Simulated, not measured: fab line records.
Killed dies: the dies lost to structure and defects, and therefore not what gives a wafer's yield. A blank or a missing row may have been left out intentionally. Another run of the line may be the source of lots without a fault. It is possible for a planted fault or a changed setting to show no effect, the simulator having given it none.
Chamber matching	flow nand-harc	NHARC_THIN_TSV_ETCH_15 on rie-si-06 has 4 sister chambers
The step target depth 3000 nm, bosch target overetch cycles 2, bosch etch step 2.8 s. 8 wafers are shown with their chamber, then 7 later ones without.

== WAFERS PAIRED WITH THEIR CHAMBERS ==
wafer	chamber	drypump-motor-current-A (A)
L122.3	1	6.0
L122.6	2	5.7
L121.5	3	5.9
L121.6	2	5.7
L129.2	1	6.0
L129.5	0	6.5
L132.2	0	6.6
L132.4	3	5.9

== WAFERS WITH NO CHAMBER GIVEN ==
wafer	drypump-motor-current-A (A)
L132.6	5.9
L130.1	5.7
L130.2	6.0
L130.4	6.6
L134.4	6.0
L134.5	6.0
L134.6	6.6

== THE CHAMBER EACH PASSED THROUGH ==
wafer	from the rows above	in truth
L132.6	3	3
L130.1	2	2
L130.2	1	1
L130.4	0	0
L134.4	1	1
L134.5	1	1
L134.6	0	0
7 of 7 placed correctly. Number that these rows cannot place: 0. 0 placed wrongly.
How it was worked out, from the rows above alone: a wafer's distance from a chamber is the root of the sum, over the readings, of the square of ((its reading less the chamber's mean) divided by the reading's scatter). If the next closest chamber is less than 2 further off than the closest, the wafer can't be placed; otherwise it belongs to the closest. For every chamber, the mean is computed from those of its wafers that are shown. The scatter is the square root of a quotient: the sum, over the shown wafers, of each reading's squared deviation from its chamber's mean, divided by wafers minus chambers.
